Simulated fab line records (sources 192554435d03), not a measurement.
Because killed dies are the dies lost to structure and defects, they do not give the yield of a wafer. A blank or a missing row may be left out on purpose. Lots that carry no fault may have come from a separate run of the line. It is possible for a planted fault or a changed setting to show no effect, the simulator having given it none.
8D (eight disciplines) problem report, filled in by code / flow n5-finfet / the parts of the form that need people (team, actions taken, sign-off) are left out

== 1. THE ISSUE ==
spin-speed-rpm at N5_BEOL_M1_COAT_76 reads a mean of 1616.2 rpm on 6 wafers of 2 lots; wafers without a fault read 1500.0 rpm with a standard deviation of 1. That is +99 or more standard deviations from the usual mean.
The step: time 60 s, resist thk 5 nm.
Earliest sighting: wafer L639.1 on litho-track-02 at day 7 23:25. At this step, 12 wafers from 4 lots have a number in the record. Rule for "out", or "out of limits": more than 4 standard deviations from the usual mean. All remaining wafers that have a number are taken as sound.

== 2. WHAT IT IS, AND WHAT IT ISN'T ==
question=which readings at this step | is=spin-speed-rpm | is not=-
question=which lots | is=L639, L644 | is not=L640, L656
question=which wafers of those lots | is=all that have a number | is not=-
question=read on which tools | is=litho-track-02 | is not=-
question=when | is=from day 7 23:25 | is not=up to then (3 sound wafers); but 3 sound wafers of L656 came after

== 3. THE SUSPECTS, EACH WITH WHAT RULES IT OUT ==
Counting: a tool at a process step up to the reading stays a suspect if it ran every lot that is out and no sound lot after the first of them.
- litho-track-02 at N5_BEOL_M1_COAT_76 (time 60 s, resist thk 5 nm): ruled out as a lasting fault. After its first lot that is out, L639 (day 7 23:25), sound lots L656 ran on it.
Left after counting: nothing in the record.

== 4. THE CAUSE (what the simulator had put in) ==
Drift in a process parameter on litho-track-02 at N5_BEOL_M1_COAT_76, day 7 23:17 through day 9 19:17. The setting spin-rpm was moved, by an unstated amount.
Counting ruled it out, wrongly.

== 5. THE CHAIN OF EFFECTS, in route order ==
One row per reading whose mean, taken over the struck wafers that have a number, lies over 3 standard deviations from the usual. Readings are gone through only where the record gives a usual standard deviation; hours: the median, over the lots, of the time from a lot's start at the first step in this table giving one to that lot's start at this step; sigmas: the change measured in usual standard deviations.
hours=0; step=N5_BEOL_M1_COAT_76; reading=spin-speed-rpm; usual=1500.0 rpm; on struck wafers=1616.2; change=+116.2; sigmas=+99 or more
The process steps in it:
- N5_BEOL_M1_COAT_76: time 60 s, resist thk 5 nm.
At these later measuring or inspecting steps, every struck wafer for which the step has a row has a number for every such reading, and none has moved that far: N5_BEOL_M4_RC_MEAS_101.

== 6. WHAT WOULD HAVE CAUGHT IT SOONER ==
0 hours passed between the start of the fault at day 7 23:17 and the first reading out of limits in this record, taken at day 7 23:25.
